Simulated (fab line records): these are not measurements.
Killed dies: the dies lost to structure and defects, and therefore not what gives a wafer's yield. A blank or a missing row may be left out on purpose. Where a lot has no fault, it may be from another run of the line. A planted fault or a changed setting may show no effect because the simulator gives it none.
fab line records / flow n5Finfet / part 2 of 2: steps 18 to 26 of 26
record lots=5 wafers=15 lastDay=18
route steps=1938 shown BEOL_M2@874
lots that met no fault: taken from a fault-free run of the same line
startH: the number of hours between the record's first day and the start of the first shown wafer of the lot / waitH: how many hours have passed since the lot's step before this one / " the same as in the row above / L1.1+2: a row that stands for several wafers / - either no value or no given start / * or withheld: withheld / < > ~ a bound
route shown NAME@n: names a module that has steps shown in the file, with the first one's number in the route / usual: mean/standard deviation of fault-free wafers / same: alike in all rows / chamber/n: place in a boat / sites: each site's reading / _std_site: the values' standard deviation / _edge_site: mean of outer sites minus mean of inner sites / radiusMm: for every site, how far away it sits from the centre of the wafer / mask NAME#n: copy n / behind: the most recent tool/chamber to have shaped the wafer / hold: why the lot was held/for how many hours/how that ended / device: the transistor (n, p or np) that didn't switch / end of line: at the end of the route, the tests of the same wafers / step lacking rows: just its recipe / killed: dies that structure and defects cost at the first sort, which is not the same as the wafer's yield / map: per-die view of a wafer (x killed, . not killed, _ where there is no die)
set.NAME: the setting that was run; set.NAME@STEP: the one run at that earlier step / model.NAME: the simulator's own value behind a step, which no gauge read
a table for each step, a row for each wafer; lots at some steps of the route
services: from which hour (startH, from the record's first day; less than 0 if before it) a tool's chamber was out of use, for how many hours, and why
## steps
# step N5_BEOL_M2_ETCH_41
# recipe chemistry=CH3F/O2 target=SiCN targetDepthA=299 taperDeg=2 timeS=52.5 ionEnergyEv=120 maskMaterial=TiN pressureMtorr=30 sourceW=395 biasW=75 Ar_flow_sccm=150 CH3F_flow_sccm=30 O2_flow_sccm=20
# usual CH3F_flow_sccm=29.98/0.095 drypumpMotorCurrentA=5.6/0.36 oesProductAu=0.76/0.088 rfVppV=297.2/1.7 showerheadPlenumPTorr=1.99/0.074 throttleValvePct=16.42/0.25
lot.wafer=L074.1 tool=rieDiel-06 chamber=3 startH=- waitH=- CH3F_flow_sccm=30.04 drypumpMotorCurrentA=5.5 oesProductAu=0.93 rfHoursCounterH=12 rfVppV=296.4 showerheadPlenumPTorr=1.97 throttleValvePct=16.45
lot.wafer=L074.2 tool=rieDiel-06 chamber=0 startH=- waitH=- CH3F_flow_sccm=29.96 drypumpMotorCurrentA=6.5 oesProductAu=0.77 rfHoursCounterH=123 rfVppV=297.0 showerheadPlenumPTorr=1.93 throttleValvePct=16.32
lot.wafer=L074.4 tool=rieDiel-06 chamber=2 startH=- waitH=- CH3F_flow_sccm=29.90 drypumpMotorCurrentA=5.4 oesProductAu=0.68 rfHoursCounterH=247 rfVppV=296.4 showerheadPlenumPTorr=2.04 throttleValvePct=16.43
lot.wafer=L085.1 tool=rieDiel-01 chamber=2 startH=- waitH=- CH3F_flow_sccm=29.90 drypumpMotorCurrentA=5.8 oesProductAu=0.68 rfHoursCounterH=216 rfVppV=296.7 showerheadPlenumPTorr=1.98 throttleValvePct=16.51
lot.wafer=L085.5 tool=rieDiel-01 chamber=3 startH=- waitH=- CH3F_flow_sccm=29.90 drypumpMotorCurrentA=5.5 oesProductAu=0.72 rfHoursCounterH=- rfVppV=296.5 showerheadPlenumPTorr=1.98 throttleValvePct=16.34
lot.wafer=L085.6 tool=rieDiel-01 chamber=2 startH=- waitH=- CH3F_flow_sccm=29.92 drypumpMotorCurrentA=5.8 oesProductAu=0.68 rfHoursCounterH=- rfVppV=297.4 showerheadPlenumPTorr=1.98 throttleValvePct=16.49
lot.wafer=L092.2 tool=rieDiel-01 chamber=0 startH=- waitH=- CH3F_flow_sccm=29.98 drypumpMotorCurrentA=5.5 oesProductAu=0.70 rfHoursCounterH=203 rfVppV=298.7 showerheadPlenumPTorr=2.07 throttleValvePct=16.39
lot.wafer=L092.3 tool=rieDiel-01 chamber=1 startH=- waitH=- CH3F_flow_sccm=29.91 drypumpMotorCurrentA=5.4 oesProductAu=0.69 rfHoursCounterH=242 rfVppV=294.3 showerheadPlenumPTorr=1.89 throttleValvePct=16.87
lot.wafer=L092.5 tool=rieDiel-01 chamber=3 startH=- waitH=- CH3F_flow_sccm=29.97 drypumpMotorCurrentA=5.5 oesProductAu=0.70 rfHoursCounterH=- rfVppV=297.4 showerheadPlenumPTorr=1.97 throttleValvePct=16.38
lot.wafer=L095.1 tool=rieDiel-03 chamber=2 startH=- waitH=- CH3F_flow_sccm=30.05 drypumpMotorCurrentA=5.7 oesProductAu=0.88 rfHoursCounterH=43 rfVppV=299.1 showerheadPlenumPTorr=2.13 throttleValvePct=16.35
lot.wafer=L095.2 tool=rieDiel-03 chamber=1 startH=- waitH=- CH3F_flow_sccm=29.86 drypumpMotorCurrentA=5.7 oesProductAu=0.97 rfHoursCounterH=16 rfVppV=298.5 showerheadPlenumPTorr=2.06 throttleValvePct=16.35
lot.wafer=L095.4 tool=rieDiel-03 chamber=3 startH=- waitH=- CH3F_flow_sccm=29.97 drypumpMotorCurrentA=6.6 oesProductAu=0.79 rfHoursCounterH=106 rfVppV=300.3 showerheadPlenumPTorr=2.10 throttleValvePct=16.20
lot.wafer=L096.3 tool=rieDiel-06 chamber=1 startH=- waitH=- CH3F_flow_sccm=29.96 drypumpMotorCurrentA=5.4 oesProductAu=0.85 rfHoursCounterH=49 rfVppV=297.5 showerheadPlenumPTorr=1.93 throttleValvePct=15.87
lot.wafer=L096.5 tool=rieDiel-06 chamber=2 startH=- waitH=- CH3F_flow_sccm=30.06 drypumpMotorCurrentA=5.3 oesProductAu=0.88 rfHoursCounterH=- rfVppV=297.4 showerheadPlenumPTorr=2.03 throttleValvePct=16.04
lot.wafer=L096.6 tool=rieDiel-06 chamber=1 startH=- waitH=- CH3F_flow_sccm=30.02 drypumpMotorCurrentA=5.5 oesProductAu=0.85 rfHoursCounterH=- rfVppV=297.0 showerheadPlenumPTorr=1.93 throttleValvePct=15.84
# step N5_BEOL_M2_STRIP_97
# recipe chemistry=N2/H2 timeS=10 powerW=450 tempC=40 pressureMtorr=20 rfFrequencyHz=6e+07 biasPowerW=7 n2FlowSccm=200 h2FlowSccm=200
# usual drypumpMotorCurrentA=5.6/0.35 oesProductAu=0.76/0.088 rfVppV=59.1/0.93 showerheadPlenumPTorr=2.52/0.093 tempC=40.01/0.11 throttleValvePct=23.75/0.29
lot.wafer=L074.1 tool=rieDiel-06 chamber=3 startH=- waitH=- drypumpMotorCurrentA=5.5 oesProductAu=0.94 rfHoursCounterH=12 rfVppV=59.3 showerheadPlenumPTorr=2.49 tempC=39.98 throttleValvePct=23.95
lot.wafer=L074.2 tool=rieDiel-06 chamber=0 startH=- waitH=- drypumpMotorCurrentA=6.5 oesProductAu=0.78 rfHoursCounterH=123 rfVppV=58.1 showerheadPlenumPTorr=2.45 tempC=40.01 throttleValvePct=23.53
lot.wafer=L074.4 tool=rieDiel-06 chamber=2 startH=- waitH=- drypumpMotorCurrentA=5.3 oesProductAu=0.69 rfHoursCounterH=247 rfVppV=59.9 showerheadPlenumPTorr=2.60 tempC=39.95 throttleValvePct=23.80
lot.wafer=L085.1 tool=rieDiel-01 chamber=2 startH=- waitH=- drypumpMotorCurrentA=5.8 oesProductAu=0.68 rfHoursCounterH=216 rfVppV=59.5 showerheadPlenumPTorr=2.52 tempC=39.81 throttleValvePct=23.73
lot.wafer=L085.5 tool=rieDiel-01 chamber=3 startH=- waitH=- drypumpMotorCurrentA=5.5 oesProductAu=0.72 rfHoursCounterH=- rfVppV=59.9 showerheadPlenumPTorr=2.50 tempC=40.11 throttleValvePct=23.60
lot.wafer=L085.6 tool=rieDiel-01 chamber=2 startH=- waitH=- drypumpMotorCurrentA=5.8 oesProductAu=0.68 rfHoursCounterH=- rfVppV=57.6 showerheadPlenumPTorr=2.52 tempC=39.82 throttleValvePct=23.72
lot.wafer=L092.2 tool=rieDiel-01 chamber=0 startH=- waitH=- drypumpMotorCurrentA=5.5 oesProductAu=0.71 rfHoursCounterH=203 rfVppV=59.9 showerheadPlenumPTorr=2.63 tempC=39.75 throttleValvePct=23.93
lot.wafer=L092.3 tool=rieDiel-01 chamber=1 startH=- waitH=- drypumpMotorCurrentA=5.4 oesProductAu=0.68 rfHoursCounterH=242 rfVppV=57.7 showerheadPlenumPTorr=2.40 tempC=40.03 throttleValvePct=24.22
lot.wafer=L092.5 tool=rieDiel-01 chamber=3 startH=- waitH=- drypumpMotorCurrentA=5.5 oesProductAu=0.71 rfHoursCounterH=- rfVppV=58.1 showerheadPlenumPTorr=2.49 tempC=39.94 throttleValvePct=23.61
lot.wafer=L095.1 tool=rieDiel-03 chamber=2 startH=- waitH=- drypumpMotorCurrentA=5.7 oesProductAu=0.88 rfHoursCounterH=43 rfVppV=59.7 showerheadPlenumPTorr=2.69 tempC=39.99 throttleValvePct=23.73
lot.wafer=L095.2 tool=rieDiel-03 chamber=1 startH=- waitH=- drypumpMotorCurrentA=5.6 oesProductAu=0.95 rfHoursCounterH=16 rfVppV=58.7 showerheadPlenumPTorr=2.62 tempC=40.25 throttleValvePct=23.98
lot.wafer=L095.4 tool=rieDiel-03 chamber=3 startH=- waitH=- drypumpMotorCurrentA=6.6 oesProductAu=0.79 rfHoursCounterH=106 rfVppV=59.3 showerheadPlenumPTorr=2.65 tempC=39.99 throttleValvePct=23.14
lot.wafer=L096.3 tool=rieDiel-06 chamber=1 startH=- waitH=- drypumpMotorCurrentA=5.5 oesProductAu=0.86 rfHoursCounterH=49 rfVppV=57.8 showerheadPlenumPTorr=2.48 tempC=40.11 throttleValvePct=23.36
lot.wafer=L096.5 tool=rieDiel-06 chamber=2 startH=- waitH=- drypumpMotorCurrentA=5.3 oesProductAu=0.91 rfHoursCounterH=- rfVppV=57.9 showerheadPlenumPTorr=2.58 tempC=40.23 throttleValvePct=23.58
lot.wafer=L096.6 tool=rieDiel-06 chamber=1 startH=- waitH=- drypumpMotorCurrentA=5.4 oesProductAu=0.86 rfHoursCounterH=- rfVppV=59.2 showerheadPlenumPTorr=2.48 tempC=39.95 throttleValvePct=23.38
# step N5_BEOL_M2_OCD_MEAS_38
# usual trenchDepthNm=55.2/1
lot.wafer=L074.1 tool=ocd-01 chamber=- startH=158.78 waitH=- trenchDepthNm=57.3
lot.wafer=L074.2 tool=ocd-01 chamber=- startH=158.78 waitH=- trenchDepthNm=55.2
lot.wafer=L074.4 tool=ocd-01 chamber=- startH=158.78 waitH=- trenchDepthNm=56.2
lot.wafer=L085.1 tool=ocd-02 chamber=- startH=216.37 waitH=- trenchDepthNm=53.5
lot.wafer=L085.5 tool=ocd-02 chamber=- startH=216.37 waitH=- trenchDepthNm=55.9
lot.wafer=L085.6 tool=ocd-02 chamber=- startH=216.37 waitH=- trenchDepthNm=53.5
lot.wafer=L092.2 tool=ocd-01 chamber=- startH=255.77 waitH=- trenchDepthNm=53.7
lot.wafer=L092.3 tool=ocd-01 chamber=- startH=255.77 waitH=- trenchDepthNm=55.6
lot.wafer=L092.5 tool=ocd-01 chamber=- startH=255.77 waitH=- trenchDepthNm=55.7
lot.wafer=L095.1 tool=ocd-02 chamber=- startH=268.38 waitH=- trenchDepthNm=55.0
lot.wafer=L095.2 tool=ocd-02 chamber=- startH=268.38 waitH=- trenchDepthNm=57.0
lot.wafer=L095.4 tool=ocd-02 chamber=- startH=268.38 waitH=- trenchDepthNm=53.3
lot.wafer=L096.3 tool=ocd-02 chamber=- startH=281.36 waitH=- trenchDepthNm=55.8
lot.wafer=L096.5 tool=ocd-02 chamber=- startH=281.36 waitH=- trenchDepthNm=55.9
lot.wafer=L096.6 tool=ocd-02 chamber=- startH=281.36 waitH=- trenchDepthNm=55.2
# step N5_BEOL_M2_HM_STRIP_39
# recipe chemistry=peroxideTinStrip material=TiN targetDepthA=250 tempC=50 timeS=158
# usual tempC=50.00/0.11
lot.wafer=L074.1 tool=wetBench-01 chamber=4 startH=158.81 waitH=0.0 tempC=50.07
lot.wafer=L074.2 tool=wetBench-01 chamber=1 startH=158.81 waitH=0.0 tempC=49.94
lot.wafer=L074.4 tool=wetBench-01 chamber=5 startH=158.81 waitH=0.0 tempC=49.99
lot.wafer=L085.1 tool=wetBench-01 chamber=2 startH=216.40 waitH=0.0 tempC=49.90
lot.wafer=L085.5 tool=wetBench-01 chamber=4 startH=216.40 waitH=0.0 tempC=49.82
lot.wafer=L085.6 tool=wetBench-01 chamber=0 startH=216.40 waitH=0.0 tempC=50.05
lot.wafer=L092.2 tool=wetBench-04 chamber=7 startH=255.81 waitH=0.0 tempC=49.87
lot.wafer=L092.3 tool=wetBench-04 chamber=0 startH=255.81 waitH=0.0 tempC=50.11
lot.wafer=L092.5 tool=wetBench-04 chamber=5 startH=255.81 waitH=0.0 tempC=49.92
lot.wafer=L095.1 tool=wetBench-04 chamber=4 startH=268.41 waitH=0.0 tempC=49.99
lot.wafer=L095.2 tool=wetBench-04 chamber=0 startH=268.41 waitH=0.0 tempC=50.06
lot.wafer=L095.4 tool=wetBench-04 chamber=2 startH=268.41 waitH=0.0 tempC=50.00
lot.wafer=L096.3 tool=wetBench-04 chamber=4 startH=281.39 waitH=0.0 tempC=49.95
lot.wafer=L096.5 tool=wetBench-04 chamber=6 startH=281.39 waitH=0.0 tempC=50.00
lot.wafer=L096.6 tool=wetBench-04 chamber=7 startH=281.39 waitH=0.0 tempC=50.04
# step N5_BEOL_M2_SRD_40
# recipe timeS=30 tempC=23 rinseLiquid=diw dry=ipaMarangoni
# usual tempC=23.01/0.11
lot.wafer=L074.1 tool=wetBench-01 chamber=4 startH=158.86 waitH=0.0 tempC=23.11
lot.wafer=L074.2 tool=wetBench-01 chamber=1 startH=158.86 waitH=0.0 tempC=22.89
lot.wafer=L074.4 tool=wetBench-01 chamber=5 startH=158.86 waitH=0.0 tempC=22.99
lot.wafer=L085.1 tool=wetBench-01 chamber=2 startH=216.45 waitH=0.0 tempC=23.02
lot.wafer=L085.5 tool=wetBench-01 chamber=4 startH=216.45 waitH=0.0 tempC=22.97
lot.wafer=L085.6 tool=wetBench-01 chamber=0 startH=216.45 waitH=0.0 tempC=23.03
lot.wafer=L092.2 tool=wetBench-04 chamber=7 startH=255.85 waitH=0.0 tempC=23.06
lot.wafer=L092.3 tool=wetBench-04 chamber=0 startH=255.85 waitH=0.0 tempC=22.98
lot.wafer=L092.5 tool=wetBench-04 chamber=5 startH=255.85 waitH=0.0 tempC=23.00
lot.wafer=L095.1 tool=wetBench-04 chamber=4 startH=268.46 waitH=0.0 tempC=23.19
lot.wafer=L095.2 tool=wetBench-04 chamber=0 startH=268.46 waitH=0.0 tempC=23.07
lot.wafer=L095.4 tool=wetBench-04 chamber=2 startH=268.46 waitH=0.0 tempC=22.97
lot.wafer=L096.3 tool=wetBench-04 chamber=4 startH=281.43 waitH=0.0 tempC=23.06
lot.wafer=L096.5 tool=wetBench-04 chamber=6 startH=281.43 waitH=0.0 tempC=22.95
lot.wafer=L096.6 tool=wetBench-04 chamber=7 startH=281.43 waitH=0.0 tempC=23.02
# step N5_BEOL_M2_PRECLEAN_42
# recipe chemistry=residueRemover timeS=60 tempC=40
# usual tempC=39.99/0.12
lot.wafer=L074.1 tool=wetBench-01 chamber=4 startH=158.88 waitH=0.0 tempC=39.93
lot.wafer=L074.2 tool=wetBench-01 chamber=1 startH=158.88 waitH=0.0 tempC=39.84
lot.wafer=L074.4 tool=wetBench-01 chamber=5 startH=158.88 waitH=0.0 tempC=40.06
lot.wafer=L085.1 tool=wetBench-01 chamber=2 startH=216.47 waitH=0.0 tempC=39.93
lot.wafer=L085.5 tool=wetBench-01 chamber=4 startH=216.47 waitH=0.0 tempC=40.02
lot.wafer=L085.6 tool=wetBench-01 chamber=0 startH=216.47 waitH=0.0 tempC=40.15
lot.wafer=L092.2 tool=wetBench-04 chamber=7 startH=255.87 waitH=0.0 tempC=40.13
lot.wafer=L092.3 tool=wetBench-04 chamber=0 startH=255.87 waitH=0.0 tempC=40.03
lot.wafer=L092.5 tool=wetBench-04 chamber=5 startH=255.87 waitH=0.0 tempC=39.95
lot.wafer=L095.1 tool=wetBench-04 chamber=4 startH=268.47 waitH=0.0 tempC=40.05
lot.wafer=L095.2 tool=wetBench-04 chamber=0 startH=268.47 waitH=0.0 tempC=39.94
lot.wafer=L095.4 tool=wetBench-04 chamber=2 startH=268.47 waitH=0.0 tempC=39.88
lot.wafer=L096.3 tool=wetBench-04 chamber=4 startH=281.45 waitH=0.0 tempC=40.15
lot.wafer=L096.5 tool=wetBench-04 chamber=6 startH=281.45 waitH=0.0 tempC=39.93
lot.wafer=L096.6 tool=wetBench-04 chamber=7 startH=281.45 waitH=0.0 tempC=39.97
# step N5_BEOL_M2_SRD_43
# recipe timeS=30 tempC=23 rinseLiquid=diw dry=ipaMarangoni
# usual tempC=23.01/0.097
lot.wafer=L074.1 tool=wetBench-01 chamber=4 startH=158.89 waitH=0.0 tempC=23.05
lot.wafer=L074.2 tool=wetBench-01 chamber=1 startH=158.89 waitH=0.0 tempC=23.01
lot.wafer=L074.4 tool=wetBench-01 chamber=5 startH=158.89 waitH=0.0 tempC=23.19
lot.wafer=L085.1 tool=wetBench-01 chamber=2 startH=216.48 waitH=0.0 tempC=22.99
lot.wafer=L085.5 tool=wetBench-01 chamber=4 startH=216.48 waitH=0.0 tempC=23.03
lot.wafer=L085.6 tool=wetBench-01 chamber=0 startH=216.48 waitH=0.0 tempC=22.96
lot.wafer=L092.2 tool=wetBench-04 chamber=7 startH=255.89 waitH=0.0 tempC=23.13
lot.wafer=L092.3 tool=wetBench-04 chamber=0 startH=255.89 waitH=0.0 tempC=22.93
lot.wafer=L092.5 tool=wetBench-04 chamber=5 startH=255.89 waitH=0.0 tempC=23.11
lot.wafer=L095.1 tool=wetBench-04 chamber=4 startH=268.49 waitH=0.0 tempC=23.03
lot.wafer=L095.2 tool=wetBench-04 chamber=0 startH=268.49 waitH=0.0 tempC=22.82
lot.wafer=L095.4 tool=wetBench-04 chamber=2 startH=268.49 waitH=0.0 tempC=22.92
lot.wafer=L096.3 tool=wetBench-04 chamber=4 startH=281.47 waitH=0.0 tempC=22.99
lot.wafer=L096.5 tool=wetBench-04 chamber=6 startH=281.47 waitH=0.0 tempC=22.94
lot.wafer=L096.6 tool=wetBench-04 chamber=7 startH=281.47 waitH=0.0 tempC=23.12
# step N5_BEOL_M2_CD_MEAS_35
# recipe targetCdNm=18 targetCdYNm=22.2 polarity=opening
# usual cdNm=18.2/0.32
lot.wafer=L074.1 tool=cdSem-03 chamber=- startH=158.93 waitH=0.0 cdNm=18.0
lot.wafer=L074.2 tool=cdSem-03 chamber=- startH=158.93 waitH=0.0 cdNm=17.8
lot.wafer=L074.4 tool=cdSem-03 chamber=- startH=158.93 waitH=0.0 cdNm=18.2
lot.wafer=L085.1 tool=cdSem-01 chamber=- startH=216.52 waitH=0.0 cdNm=18.5
lot.wafer=L085.5 tool=cdSem-01 chamber=- startH=216.52 waitH=0.0 cdNm=19.0
lot.wafer=L085.6 tool=cdSem-01 chamber=- startH=216.52 waitH=0.0 cdNm=18.2
lot.wafer=L092.2 tool=cdSem-01 chamber=- startH=255.93 waitH=0.0 cdNm=17.9
lot.wafer=L092.3 tool=cdSem-01 chamber=- startH=255.93 waitH=0.0 cdNm=17.8
lot.wafer=L092.5 tool=cdSem-01 chamber=- startH=255.93 waitH=0.0 cdNm=18.0
lot.wafer=L095.1 tool=cdSem-02 chamber=- startH=268.53 waitH=0.0 cdNm=18.3
lot.wafer=L095.2 tool=cdSem-02 chamber=- startH=268.53 waitH=0.0 cdNm=18.5
lot.wafer=L095.4 tool=cdSem-02 chamber=- startH=268.53 waitH=0.0 cdNm=18.7
lot.wafer=L096.3 tool=cdSem-02 chamber=- startH=281.51 waitH=0.0 cdNm=17.5
lot.wafer=L096.5 tool=cdSem-02 chamber=- startH=281.51 waitH=0.0 cdNm=17.4
lot.wafer=L096.6 tool=cdSem-02 chamber=- startH=281.51 waitH=0.0 cdNm=17.8
# step N5_BEOL_M2_DEGAS_44
# recipe ambient=vacuum tempC=250 timeS=60
# usual heaterPowerW=326/25
lot.wafer=L074.1 tool=pvdSputter-02 chamber=- startH=159.18 waitH=0.2 heaterPowerW=368
lot.wafer=L074.2 tool=pvdSputter-02 chamber=- startH=159.18 waitH=0.2 heaterPowerW=313
lot.wafer=L074.4 tool=pvdSputter-02 chamber=- startH=159.18 waitH=0.2 heaterPowerW=311
lot.wafer=L085.1 tool=pvdSputter-01 chamber=- startH=216.80 waitH=0.3 heaterPowerW=296
lot.wafer=L085.5 tool=pvdSputter-01 chamber=- startH=216.80 waitH=0.3 heaterPowerW=342
lot.wafer=L085.6 tool=pvdSputter-01 chamber=- startH=216.80 waitH=0.3 heaterPowerW=322
lot.wafer=L092.2 tool=pvdSputter-02 chamber=- startH=256.22 waitH=0.3 heaterPowerW=276
lot.wafer=L092.3 tool=pvdSputter-02 chamber=- startH=256.22 waitH=0.3 heaterPowerW=305
lot.wafer=L092.5 tool=pvdSputter-02 chamber=- startH=256.22 waitH=0.3 heaterPowerW=316
lot.wafer=L095.1 tool=pvdSputter-01 chamber=- startH=269.16 waitH=0.6 heaterPowerW=322
lot.wafer=L095.2 tool=pvdSputter-01 chamber=- startH=269.16 waitH=0.6 heaterPowerW=343
lot.wafer=L095.4 tool=pvdSputter-01 chamber=- startH=269.16 waitH=0.6 heaterPowerW=318
lot.wafer=L096.3 tool=pvdSputter-01 chamber=- startH=281.73 waitH=0.2 heaterPowerW=344
lot.wafer=L096.5 tool=pvdSputter-01 chamber=- startH=281.73 waitH=0.2 heaterPowerW=309
lot.wafer=L096.6 tool=pvdSputter-01 chamber=- startH=281.73 waitH=0.2 heaterPowerW=320
## services
tool=aldSin-02 chamber=0 startH=148.67 hours=4.0 kind=repair
tool=rieDiel-06 chamber=2 startH=166.95 hours=- kind=clean
tool=rieDiel-06 chamber=2 startH=166.95 hours=- kind=consumableReplace:focusRing
tool=rieDiel-06 chamber=2 startH=166.95 hours=22.3 kind=scheduledDown
tool=rieDiel-06 chamber=2 startH=166.95 hours=22.3 kind=ventCycle
tool=aldSin-03 chamber=- startH=177.52 hours=14.0 kind=pm
tool=aldSin-03 chamber=0 startH=177.52 hours=14.0 kind=ventCycle
tool=aldSin-03 chamber=1 startH=177.52 hours=14.0 kind=ventCycle
tool=rieDiel-03 chamber=2 startH=177.94 hours=5.5 kind=repair
tool=rieDiel-03 chamber=1 startH=183.66 hours=- kind=clean
tool=rieDiel-03 chamber=1 startH=183.66 hours=- kind=consumableReplace:focusRing
tool=rieDiel-03 chamber=1 startH=183.66 hours=31.7 kind=scheduledDown
tool=rieDiel-03 chamber=1 startH=183.66 hours=31.7 kind=ventCycle
tool=rieDiel-06 chamber=0 startH=200.50 hours=16.6 kind=repair
tool=rieDiel-03 chamber=- startH=205.84 hours=0.2 kind=repair
tool=aldSin-03 chamber=0 startH=209.43 hours=8.8 kind=repair
tool=rieDiel-03 chamber=2 startH=220.89 hours=7.3 kind=repair
tool=rieDiel-06 chamber=2 startH=254.76 hours=7.2 kind=repair
tool=aldSin-01 chamber=- startH=268.35 hours=14.0 kind=pm
tool=rieDiel-01 chamber=1 startH=275.60 hours=- kind=clean
tool=rieDiel-01 chamber=1 startH=275.60 hours=- kind=consumableReplace:focusRing
tool=rieDiel-01 chamber=1 startH=275.60 hours=- kind=consumableReplace:showerhead
tool=rieDiel-01 chamber=1 startH=275.60 hours=19.0 kind=scheduledDown
tool=rieDiel-01 chamber=1 startH=275.60 hours=19.0 kind=ventCycle
